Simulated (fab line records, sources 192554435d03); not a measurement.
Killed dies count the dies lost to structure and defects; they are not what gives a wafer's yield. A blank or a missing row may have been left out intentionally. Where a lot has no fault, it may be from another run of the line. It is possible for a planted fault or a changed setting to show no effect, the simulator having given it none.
fab line records	flow n5_finfet
[record] lots = 11	wafers = 33	last_day = 17
route steps=1938 shown BEOL_M0@745 BEOL_M1@757 BEOL_M4@1111 PASSIVATION@1936
lots that met no fault: taken from a fault-free run of the same line
start_h: start of the lot's first displayed wafer, in hours after the record's first day	wait_h: how many hours have passed since the lot's step before this one	" the same as in the row above	L1.1+2: a row that stands for several wafers	- no value, or no start was given	* or withheld: withheld	< > ~ a bound
route shown NAME@n: names a module that has steps shown in the file, with the first one's number in the route	usual: mean and standard deviation over wafers with no fault	same: alike in all rows	chamber/n: place in a boat	sites: the reading at each site	_std_site: how widely they spread, as a standard deviation	_edge_site: outer sites' mean less inner sites'	radius_mm: for every site, how far away it sits from the centre of the wafer	mask NAME#n: copy n	behind: the last tool/chamber to shape the wafer	hold: why the lot went on hold/how many hours it stayed there/how the hold came to an end	device: which transistor (n, p or np) failed to switch	end of line: at the end of the route, the tests of the same wafers	where a step has no rows: the recipe by itself	killed: dies lost to structure and defects at the first sort, not the wafer's yield	map: a wafer's dies, marking killed ones x, the rest . and places with no die _
set.NAME: the setting as run; set.NAME@STEP: as run at that earlier step	model.NAME: the simulator's own value behind a step, which no gauge read
one table for each step of the route and one row for each wafer, over a sample of lots
services: from which hour (start_h, from the record's first day; less than 0 if before it) a tool's chamber was out of use, for how many hours, and why
[[steps]]
[step N5_BEOL_M0_PRE_CLEAN_131]
[recipe] gas = NH3/H2	time_s = 15	temp_c = *	rf_power_w = 300
[usual] heater_power_w = 83/9.4
lot.wafer	tool	chamber	start_h	wait_h	heater_power_w
L254.2	cvd_co-01	2	117.53	0.0	99
L254.3	"	0	"	"	77
L254.6	"	1	"	"	74
L255.2	cvd_co-01	2	128.90	0.0	95
L255.4	"	1	"	"	72
L255.5	"	0	"	"	77
L257.3	cvd_co-01	0	139.64	0.0	78
L257.5	"	2	"	"	97
L257.6	"	0	"	"	79
L259.2	cvd_co-01	2	155.90	0.0	98
L259.3	"	0	"	"	78
L259.6	"	1	"	"	72
L262.3	cvd_co-01	0	166.47	0.0	78
L262.5	"	1	"	"	73
L262.6	"	0	"	"	77
L263.1	cvd_co-01	0	169.65	0.0	78
L263.2	"	1	"	"	73
L263.6	"	0	"	"	76
L264.1	cvd_co-01	2	174.13	0.2	99
L264.4	"	2	"	"	98
L264.5	"	0	"	"	77
L266.3	cvd_co-01	2	195.06	0.0	97
L266.4	"	2	"	"	99
L266.5	"	0	"	"	78
L270.2	cvd_co-01	1	211.50	0.0	73
L270.3	"	2	"	"	97
L270.4	"	0	"	"	79
L272.1	cvd_co-01	0	226.05	0.0	77
L272.2	"	1	"	"	71
L272.3	"	2	"	"	96
L275.2	cvd_co-01	0	251.49	0.0	80
L275.3	"	2	"	"	95
L275.6	"	0	"	"	78
[step N5_BEOL_M0_CO_CAP_123]
[recipe] material = Co	target_thk_a = 20	temp_c = 200	precursor = CCTBA/H2	pressure_torr = 30	time_s = 102.1
[usual] heater_power_w = 233/12
lot.wafer	tool	chamber	start_h	wait_h	heater_power_w
L254.2	cvd_co-01	2	117.57	0.0	245
L254.3	"	0	"	"	220
L254.6	"	1	"	"	217
L255.2	cvd_co-01	2	128.94	0.0	256
L255.4	"	1	"	"	224
L255.5	"	0	"	"	224
L257.3	cvd_co-01	0	139.68	0.0	231
L257.5	"	2	"	"	257
L257.6	"	0	"	"	222
L259.2	cvd_co-01	2	155.94	0.0	258
L259.3	"	0	"	"	220
L259.6	"	1	"	"	226
L262.3	cvd_co-01	0	166.51	0.0	223
L262.5	"	1	"	"	226
L262.6	"	0	"	"	230
L263.1	cvd_co-01	0	169.69	0.0	231
L263.2	"	1	"	"	222
L263.6	"	0	"	"	226
L264.1	cvd_co-01	2	174.17	0.0	254
L264.4	"	2	"	"	254
L264.5	"	0	"	"	230
L266.3	cvd_co-01	2	195.10	0.0	252
L266.4	"	2	"	"	252
L266.5	"	0	"	"	226
L270.2	cvd_co-01	1	211.54	0.0	229
L270.3	"	2	"	"	250
L270.4	"	0	"	"	233
L272.1	cvd_co-01	0	226.09	0.0	224
L272.2	"	1	"	"	223
L272.3	"	2	"	"	259
L275.2	cvd_co-01	0	251.53	0.0	229
L275.3	"	2	"	"	251
L275.6	"	0	"	"	228
[step N5_BEOL_M0_DEP_125]
[recipe] material = SiCN	target_thk_a = 80	temp_c = withheld	precursor = 3MS/NH3	pressure_torr = 3	rf_w = 202	time_s = 14
[usual] showerhead_plenum_p_Torr = 3.668/0.014	throttle_valve_pct = 8.9/0.31
lot.wafer	tool	chamber	start_h	wait_h	showerhead_plenum_p_Torr	throttle_valve_pct
L254.2	pecvd-04	0	117.69	0.0	3.666	8.8
L254.3	"	2	"	"	3.646	8.7
L254.6	"	2	"	"	3.654	8.8
L255.2	pecvd-01	1	129.06	0.0	3.672	8.9
L255.4	"	1	"	"	3.681	8.7
L255.5	"	0	"	"	3.650	9.0
L257.3	pecvd-04	1	139.79	0.0	3.668	8.6
L257.5	"	2	"	"	3.637	8.9
L257.6	"	1	"	"	3.675	8.8
L259.2	pecvd-01	2	156.06	0.0	3.644	8.4
L259.3	"	1	"	"	3.677	8.8
L259.6	"	1	"	"	3.677	9.0
L262.3	pecvd-01	1	166.62	0.0	3.669	9.0
L262.5	"	0	"	"	3.663	9.1
L262.6	"	2	"	"	3.652	8.9
L263.1	pecvd-02	2	169.81	0.0	3.691	8.4
L263.2	"	1	"	"	3.703	9.0
L263.6	"	1	"	"	3.688	9.2
L264.1	pecvd-04	1	174.28	0.0	3.670	8.4
L264.4	"	2	"	"	3.645	9.1
L264.5	"	0	"	"	3.672	9.0
L266.3	pecvd-04	0	195.22	0.0	3.677	8.8
L266.4	"	1	"	"	3.671	8.6
L266.5	"	0	"	"	3.676	9.0
L270.2	pecvd-04	1	211.67	0.0	3.670	8.3
L270.3	"	0	"	"	3.669	9.0
L270.4	"	1	"	"	3.667	8.8
L272.1	pecvd-04	0	226.21	0.0	3.664	9.2
L272.2	"	1	"	"	3.666	8.7
L272.3	"	1	"	"	3.675	8.5
L275.2	pecvd-01	0	251.65	0.0	3.668	9.4
L275.3	"	2	"	"	3.651	8.9
L275.6	"	0	"	"	3.670	9.5
[step N5_BEOL_M1_COAT_73]
[recipe] resist = underlayer	temp_c = 205	time_s = 60	spin_rpm = 1500	resist_thk_nm = 5
[usual] heater_power_total_W = 391.6/1.4	plate_temp_C = 204.99/0.14
lot.wafer	tool	chamber	start_h	wait_h	heater_power_total_W	plate_temp_C
L254.2	litho_track-05	0	119.49	-	393.5	204.89
L254.3	"	0	"	"	390.0	204.95
L254.6	"	0	"	"	393.7	205.08
L255.2	litho_track-03	0	129.77	-	390.2	205.04
L255.4	"	0	"	"	393.2	205.09
L255.5	"	0	"	"	392.1	205.14
L257.3	litho_track-05	0	141.61	-	390.3	205.03
L257.5	"	0	"	"	392.5	205.08
L257.6	"	0	"	"	391.9	204.89
L259.2	litho_track-05	0	159.02	-	380.6	200.19
L259.3	"	0	"	"	380.6	199.85
L259.6	"	0	"	"	379.2	199.98
L262.3	litho_track-05	0	167.28	-	377.9	199.97
L262.5	"	0	"	"	382.3	199.81
L262.6	"	0	"	"	379.2	200.11
L263.1	litho_track-04	0	171.04	-	390.5	204.68
L263.2	"	0	"	"	392.6	205.13
L263.6	"	0	"	"	393.9	204.81
L264.1	litho_track-03	0	176.13	-	389.8	204.98
L264.4	"	0	"	"	391.6	205.12
L264.5	"	0	"	"	390.8	205.00
L266.3	litho_track-03	0	195.91	-	393.5	204.96
L266.4	"	0	"	"	391.1	205.05
L266.5	"	0	"	"	392.8	204.96
L270.2	litho_track-04	0	213.80	-	390.6	204.99
L270.3	"	0	"	"	391.2	204.96
L270.4	"	0	"	"	389.7	205.00
L272.1	litho_track-04	0	228.41	-	392.6	204.85
L272.2	"	0	"	"	392.0	205.26
L272.3	"	0	"	"	391.0	204.85
L275.2	litho_track-04	0	252.72	-	390.3	204.87
L275.3	"	0	"	"	391.0	204.85
L275.6	"	0	"	"	393.6	204.86
[step N5_BEOL_M4_RC_MEAS_101]
[usual] DIBL_N = 36.4/1.7	DIBL_P = 36.4/2.1	IOFF_N = 0.16/0.035	IOFF_P = 0.21/0.035	ION_N = 680/11	ION_P = 465/6.8	SS_N = 71.5/0.58	SS_P = 73.2/0.72	VT_N = 249/3.6	VT_P = -250/3.1
lot.wafer	tool	chamber	start_h	wait_h	DIBL_N[mV/V]	DIBL_P[mV/V]	IOFF_N[nA/um]	IOFF_P[nA/um]	ION_N[uA/um]	ION_P[uA/um]	SS_N[mV/dec]	SS_P[mV/dec]	VT_N[mV]	VT_P[mV]
L255.2	prober-02	0	176.91	0.2	34.6	34.5	0.14	0.19	669	462	71.7	72.8	252	-248
L255.4	"	0	"	"	34.0	33.7	0.13	0.17	667	460	71.6	72.1	253	-253
L255.5	"	0	"	"	37.1	37.9	0.18	0.23	689	467	71.5	73.1	246	-247
L254.2	prober-02	0	180.10	0.2	38.5	37.3	0.18	0.21	693	464	71.5	73.9	246	-248
L254.3	"	0	"	"	37.1	34.6	0.14	0.17	685	461	71.3	73.2	253	-254
L254.6	"	0	"	"	36.7	34.6	0.14	0.15	668	447	71.4	73.4	253	-254
L257.3	prober-01	0	191.48	0.3	35.5	36.7	0.17	0.22	701	472	71.6	73.9	246	-246
L257.5	"	0	"	"	36.5	37.4	0.20	0.23	691	463	71.4	73.5	246	-246
L257.6	"	0	"	"	34.6	35.5	0.16	0.19	686	464	71.5	73.5	250	-251
L259.2	prober-02	0	209.50	0.2	37.9	39.1	0.19	0.23	686	461	72.5	74.7	247	-251
L259.3	"	0	"	"	35.0	34.9	0.13	0.17	666	458	70.4	73.3	255	-254
L259.6	"	0	"	"	37.2	37.8	0.16	0.21	669	459	71.7	73.2	251	-252
L262.3	prober-02	0	215.20	0.9	34.2	34.4	0.13	0.18	689	466	70.7	72.2	251	-254
L262.5	"	0	"	"	34.8	34.9	0.14	0.18	675	465	72.1	72.0	251	-253
L262.6	"	0	"	"	37.7	37.7	0.18	0.22	695	468	71.9	72.7	248	-252
L263.1	prober-02	0	218.23	0.0	36.5	36.4	0.14	0.19	686	472	72.0	73.6	251	-252
L263.2	"	0	"	"	38.0	39.3	0.19	0.24	693	474	71.2	73.5	249	-249
L263.6	"	0	"	"	40.3	42.2	0.24	0.30	701	475	72.4	74.3	244	-245
L264.1	prober-01	0	220.75	0.0	37.7	36.4	0.19	0.24	697	474	71.9	73.2	244	-246
L264.4	"	0	"	"	35.5	33.3	0.13	0.18	655	457	71.9	72.4	252	-252
L264.5	"	0	"	"	35.9	34.8	0.14	0.21	682	469	71.6	72.8	246	-246
L266.3	prober-01	0	247.19	0.3	35.3	34.5	0.14	0.18	679	463	71.1	72.3	250	-252
L266.4	"	0	"	"	35.7	34.5	0.15	0.20	679	461	71.2	72.8	248	-249
L266.5	"	0	"	"	36.4	34.9	0.16	0.20	678	459	71.6	73.1	247	-252
L270.2	prober-01	0	268.61	0.2	34.6	35.4	0.13	0.18	671	468	69.9	72.8	252	-253
L270.3	"	0	"	"	35.9	36.7	0.16	0.20	684	471	71.1	73.8	251	-252
L270.4	"	0	"	"	36.6	36.7	0.17	0.19	684	466	71.0	73.2	253	-252
L272.1	prober-02	0	278.91	0.0	34.0	33.9	0.12	0.15	664	457	71.4	72.0	256	-253
L272.2	"	0	"	"	37.2	36.5	0.16	0.19	674	458	71.8	72.7	250	-252
L272.3	"	0	"	"	35.8	35.5	0.14	0.18	676	464	70.8	72.2	252	-255
L275.2	prober-02	0	293.39	0.2	39.5	40.4	0.24	0.28	686	463	73.2	74.5	243	-247
L275.3	"	0	"	"	37.7	37.7	0.19	0.23	702	471	71.0	73.2	243	-249
L275.6	"	0	"	"	41.5	42.8	0.31	0.32	717	480	72.9	75.0	239	-245
[step N5_PASSIVATION_PROBE_49]
[usual] defect_limited_yield = 91.3/1.4	killed_at_M0_to_M3 = 36/11	killed_at_M4_up = 13/5.2	killed_at_contacts = 13/6.5	killed_at_front_end = 37/11	killed_at_other = 3.6/2.9	killed_dies = 103/17	killed_open = 68/12	killed_short = 33/7.3	sort_bin_4_leakage = 0.01/0.039	sort_bin_5_function = 5.2/0.91	sort_bin_6_memory = 3.2/0.67	sort_n_pass = 1077/17	sort_yield_pct = 91.3/1.4
[same] gross_dies = 1180	killed_at_back_side = 0	sort_bin_8_speed[%] = 0
lot.wafer	tool	chamber	start_h	wait_h	defect_limited_yield[%]	killed_at_M0_to_M3	killed_at_M4_up	killed_at_contacts	killed_at_front_end	killed_at_other	killed_dies	killed_open	killed_short	sort_bin_4_leakage[%]	sort_bin_5_function[%]	sort_bin_6_memory[%]	sort_n_pass	sort_yield_pct[%]
L255.2	prober-01	-	278.78	0.1	91.2	41	11	8	44	0	104	75	28	0	5.6	3.1	1076	91.2
L255.4	prober-01	-	278.88	0.2	90.3	31	18	19	45	1	114	86	28	0	5.9	3.5	1066	90.3
L255.5	prober-01	-	278.93	0.2	89.7	32	13	16	58	2	121	79	41	0	6.2	3.9	1059	89.7
L254.2	prober-01	-	289.88	0.1	90.1	38	7	12	54	6	117	78	38	0	6.3	3.1	1063	90.1
L254.3	prober-01	-	289.93	0.1	94.1	17	11	15	23	4	70	48	21	0	3.9	1.9	1110	94.1
L254.6	prober-01	-	290.08	0.3	93.1	32	4	17	26	3	82	54	28	0	3.8	3.0	1098	93.1
L257.3	prober-01	-	294.87	0.1	91.2	43	14	21	25	1	104	70	34	0	4.6	3.9	1076	91.2
L257.5	prober-01	-	294.97	0.2	92.8	45	7	12	18	3	85	64	21	0	4.2	2.8	1095	92.8
L257.6	prober-01	-	295.02	0.3	91.3	44	8	15	30	6	103	67	36	0	5.4	3.1	1077	91.3
L266.3	prober-02	-	353.63	0.1	90.3	36	13	5	57	3	114	69	36	0	6.2	2.8	1066	90.3
L266.4	prober-02	-	353.68	0.2	91.5	21	12	8	56	3	100	64	33	0	4.2	3.6	1080	91.5
L266.5	prober-02	-	353.73	0.2	90.6	35	16	13	45	2	111	61	45	0	5.4	3.6	1069	90.6
L270.2	prober-01	-	379.86	0.1	89.7	45	19	17	37	3	121	89	29	0	5.4	4.6	1059	89.7
L270.3	prober-01	-	379.91	0.1	92.3	38	5	5	38	5	91	55	36	0	5.2	1.9	1089	92.3
L270.4	prober-01	-	379.96	0.2	90.7	45	13	15	31	6	110	79	31	0	5.3	3.6	1070	90.7
L272.1	prober-01	-	383.78	0.0	93.1	23	7	19	32	1	82	58	24	0	3.9	2.9	1098	93.1
L272.2	prober-01	-	383.83	0.1	89.9	38	7	33	37	4	119	81	32	0	6.2	3.1	1061	89.9
L272.3	prober-01	-	383.88	0.1	92.8	20	13	17	35	0	85	60	25	0	4.4	2.5	1095	92.8
L275.2	prober-01	-	400.11	0.1	93.1	27	9	7	37	2	82	61	20	0	3.7	3.1	1098	93.1
L275.3	prober-01	-	400.16	0.1	91.1	32	13	15	38	7	105	78	26	0	5.2	3.3	1075	91.1
L275.6	prober-01	-	400.31	0.3	92.0	24	12	15	36	7	94	54	39	0.42	4.7	2.7	1081	91.6
// killed by level:class
L255.2 FIN_SAQP:geometric_particle:open=14 BEOL_M0_SAQP:geometric_particle:open=12 FIN_SAQP:geometric_particle:short=9 BEOL_M0_SAQP:geometric_particle:short=9 STI_FIN_REVEAL:geometric_particle:open=7 MOL_CONTACT_COAG:geometric_particle:open=7 DUMMY_GATE:geometric_particle:open=6 BEOL_M1:geometric_particle:open=6
L255.4 MOL_CONTACT_COAG:geometric_particle:open=15 FIN_SAQP:geometric_particle:open=11 STI_FIN_REVEAL:geometric_particle:open=9 BEOL_M1:geometric_particle:open=9 BEOL_M2:geometric_particle:open=8 BEOL_M4:geometric_particle:open=8 FIN_SAQP:geometric_particle:short=7 BEOL_M0_SAQP:geometric_particle:open=6
L255.5 FIN_SAQP:geometric_particle:short=17 FIN_SAQP:geometric_particle:open=16 MOL_CONTACT_COAG:geometric_particle:open=14 STI_FIN_REVEAL:geometric_particle:open=10 BEOL_M2:geometric_particle:open=7 BEOL_M0_SAQP:geometric_particle:short=6 BEOL_M1:geometric_particle:open=6 BEOL_M0_SAQP:geometric_particle:open=4
L254.2 STI_FIN_REVEAL:geometric_particle:open=16 MOL_CONTACT_COAG:geometric_particle:open=12 FIN_SAQP:geometric_particle:open=7 BEOL_M3:geometric_particle:open=7 BEOL_M2:geometric_particle:open=7 DUMMY_GATE:geometric_particle:open=6 BEOL_M1:geometric_particle:open=6 BEOL_M2:geometric_particle:short=6
L254.3 MOL_CONTACT_COAG:geometric_particle:open=11 STI_FIN_REVEAL:geometric_particle:open=7 BEOL_M3:geometric_particle:open=6 BEOL_M4:geometric_particle:open=6 MOL_CONTACT_COAG:geometric_particle:short=4 BEOL_M2:geometric_particle:open=4 FIN_SAQP:geometric_particle:short=3 DUMMY_GATE:geometric_particle:open=2
L254.6 MOL_CONTACT_COAG:geometric_particle:open=13 BEOL_M0:geometric_particle:open=7 BEOL_M3:geometric_particle:open=7 BEOL_M0_SAQP:geometric_particle:short=6 FIN_SAQP:geometric_particle:open=5 GATE_CUT:geometric_particle:short=5 BEOL_M2:geometric_particle:open=5 MOL_CONTACT_COAG:geometric_particle:short=4
L257.3 MOL_CONTACT_COAG:geometric_particle:open=17 BEOL_M3:geometric_particle:open=10 BEOL_M0_SAQP:geometric_particle:open=9 BEOL_M2:geometric_particle:open=7 FIN_SAQP:geometric_particle:short=6 BEOL_M0_SAQP:geometric_particle:short=6 STARTING-WAFER:geometric_particle:open=5 BEOL_M4:geometric_particle:open=5
L257.5 MOL_CONTACT_COAG:geometric_particle:open=11 BEOL_M2:geometric_particle:open=10 BEOL_M3:geometric_particle:open=9 BEOL_M0:geometric_particle:open=7 BEOL_M0_SAQP:geometric_particle:open=6 BEOL_M0_SAQP:geometric_particle:short=4 STARTING-WAFER:geometric_particle:open=4 STI_FIN_REVEAL:geometric_particle:open=3
L257.6 MOL_CONTACT_COAG:geometric_particle:open=13 BEOL_M0_SAQP:geometric_particle:short=13 BEOL_M3:geometric_particle:open=11 BEOL_M0_SAQP:geometric_particle:open=11 STI_FIN_REVEAL:geometric_particle:open=10 GATE_CUT:geometric_particle:short=5 BEOL_M2:geometric_particle:open=5 PASS1_CAP:geometric_particle:short=4
L266.3 STI_FIN_REVEAL:geometric_particle:open=14 BEOL_M3:geometric_particle:open=8 FIN_SAQP:geometric_particle:short=6 FIN_SAQP:geometric_particle:open=6 BEOL_M4:geometric_particle:open=6 HKMG_FIN:area_etch=6 BEOL_M2:geometric_particle:open=5 STI_FIN_REVEAL:geometric_particle:short=5
L266.4 FIN_SAQP:geometric_particle:short=14 STI_FIN_REVEAL:geometric_particle:open=8 DUMMY_GATE:geometric_particle:open=6 MOL_CONTACT_COAG:geometric_particle:open=6 FIN_SAQP:geometric_particle:open=5 BEOL_M2:geometric_particle:open=5 BEOL_M0_SAQP:geometric_particle:open=4 BEOL_M6:geometric_particle:open=4
L266.5 MOL_CONTACT_COAG:geometric_particle:open=11 FIN_SAQP:geometric_particle:short=10 BEOL_M2:geometric_particle:short=8 FIN_SAQP:geometric_particle:open=7 STI_FIN_REVEAL:geometric_particle:open=7 BEOL_M0:geometric_particle:open=6 BEOL_M3:geometric_particle:open=6 GATE_CUT:geometric_particle:short=5
L270.2 MOL_CONTACT_COAG:geometric_particle:open=14 BEOL_M3:geometric_particle:open=12 DUMMY_GATE:geometric_particle:open=9 BEOL_M0:geometric_particle:open=9 BEOL_M4:geometric_particle:open=9 FIN_SAQP:geometric_particle:short=8 BEOL_M0_SAQP:geometric_particle:open=6 BEOL_M2:geometric_particle:open=6
L270.3 FIN_SAQP:geometric_particle:open=8 FIN_SAQP:geometric_particle:short=7 BEOL_M3:geometric_particle:open=7 STI_FIN_REVEAL:geometric_particle:open=6 BEOL_M0_SAQP:geometric_particle:short=5 BEOL_M1:geometric_particle:open=5 MOL_CONTACT_COAG:geometric_particle:open=4 BEOL_M0_SAQP:geometric_particle:open=4
L270.4 MOL_CONTACT_COAG:geometric_particle:open=14 BEOL_M2:geometric_particle:open=14 BEOL_M0_SAQP:geometric_particle:open=8 FIN_SAQP:geometric_particle:short=6 BEOL_M0:geometric_particle:open=5 BEOL_M1:geometric_particle:open=5 STARTING-WAFER:geometric_particle:open=5 FIN_SAQP:geometric_particle:open=4
L272.1 MOL_CONTACT_COAG:geometric_particle:open=17 STI_FIN_REVEAL:geometric_particle:open=8 BEOL_M0_SAQP:geometric_particle:open=6 DUMMY_GATE:geometric_particle:open=5 BEOL_M0_SAQP:geometric_particle:short=4 BEOL_M1:geometric_particle:open=4 FIN_SAQP:geometric_particle:short=3 FIN_SAQP:geometric_particle:open=3
L272.2 MOL_CONTACT_COAG:geometric_particle:open=26 BEOL_M1:geometric_particle:open=11 BEOL_M0_SAQP:geometric_particle:open=9 MOL_CONTACT_COAG:geometric_particle:short=7 BEOL_M0_SAQP:geometric_particle:short=7 STI_FIN_REVEAL:geometric_particle:open=6 HKMG_FIN:area_etch=6 DUMMY_GATE:geometric_particle:open=5
L272.3 MOL_CONTACT_COAG:geometric_particle:open=14 BEOL_M0_SAQP:geometric_particle:short=7 FIN_SAQP:geometric_particle:open=6 STI_FIN_REVEAL:geometric_particle:open=6 BEOL_M8:geometric_particle:open=5 DUMMY_GATE:geometric_particle:open=4 BEOL_M0_SAQP:geometric_particle:open=4 BEOL_M5:geometric_particle:open=4
L275.2 FIN_SAQP:geometric_particle:open=12 DUMMY_GATE:geometric_particle:open=9 BEOL_M2:geometric_particle:open=8 MOL_CONTACT_COAG:geometric_particle:open=7 BEOL_M0_SAQP:geometric_particle:short=6 BEOL_M0_SAQP:geometric_particle:open=6 BEOL_M1:geometric_particle:open=5 FIN_SAQP:geometric_particle:short=4
L275.3 MOL_CONTACT_COAG:geometric_particle:open=14 BEOL_M1:geometric_particle:open=10 BEOL_M3:geometric_particle:open=10 BEOL_M4:geometric_particle:open=8 FIN_SAQP:geometric_particle:short=6 STI_FIN_REVEAL:geometric_particle:open=5 FIN_SAQP:geometric_particle:open=4 BEOL_M0_SAQP:geometric_particle:short=4
L275.6 MOL_CONTACT_COAG:geometric_particle:open=13 FIN_SAQP:geometric_particle:short=12 BEOL_M0_SAQP:geometric_particle:short=10 BEOL_M0_SAQP:geometric_particle:open=9 FIN_SAQP:geometric_particle:open=5 STI_FIN_REVEAL:geometric_particle:open=5 BEOL_M6:geometric_particle:open=5 PASS1_CAP:geometric_particle:open=3
[[services]]
tool	chamber	start_h	hours	kind
cvd_co-01	-	97.56	0.6	repair
litho_track-05	-	111.09	-	consumable_replace:filter
pecvd-01	-	116.65	2.8	pm
pecvd-04	0	122.10	6.5	repair
pecvd-02	-	151.87	5.5	pm
cvd_co-01	-	158.36	2.8	pm
pecvd-01	0	186.10	5.5	scheduled_down
pecvd-04	2	189.26	3.8	repair
pecvd-02	1	189.65	2.1	scheduled_down
pecvd-01	-	200.46	0.3	repair
pecvd-04	2	202.38	-	clean
pecvd-04	2	202.38	-	consumable_replace:showerhead
pecvd-04	2	202.38	29.0	scheduled_down
pecvd-04	2	202.38	29.0	vent_cycle
pecvd-01	2	232.52	6.1	repair
[[key]]
[first_sign] step = N5_BEOL_M1_COAT_73	reading = plate_temp_C	direction = down	sigmas = 35	usual = *	struck = *
[effect] step = N5_BEOL_M1_COAT_73	reading = heater_power_total_W	direction = down	sigmas = 8.5	usual = *	struck = *
met_at N5_BEOL_M1_COAT_73
struck_lots L259,L262
rows_end L262.3,L262.5,L262.6
not_acting_at N5_BEOL_M0_PRE_CLEAN_131,N5_BEOL_M0_CO_CAP_123,N5_BEOL_M0_DEP_125
onset_between 141.61 159.02
[fault] kind = process_parameter_drift	tool = litho_track-05	chamber = -	onset_h = 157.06	steps = N5_BEOL_M1_COAT_73	channel = temp_c	offset = *	shape = step	acts_in = *	stated = *
// rows_end: these wafers met a further fault down the route, and their rows from its step on are left out
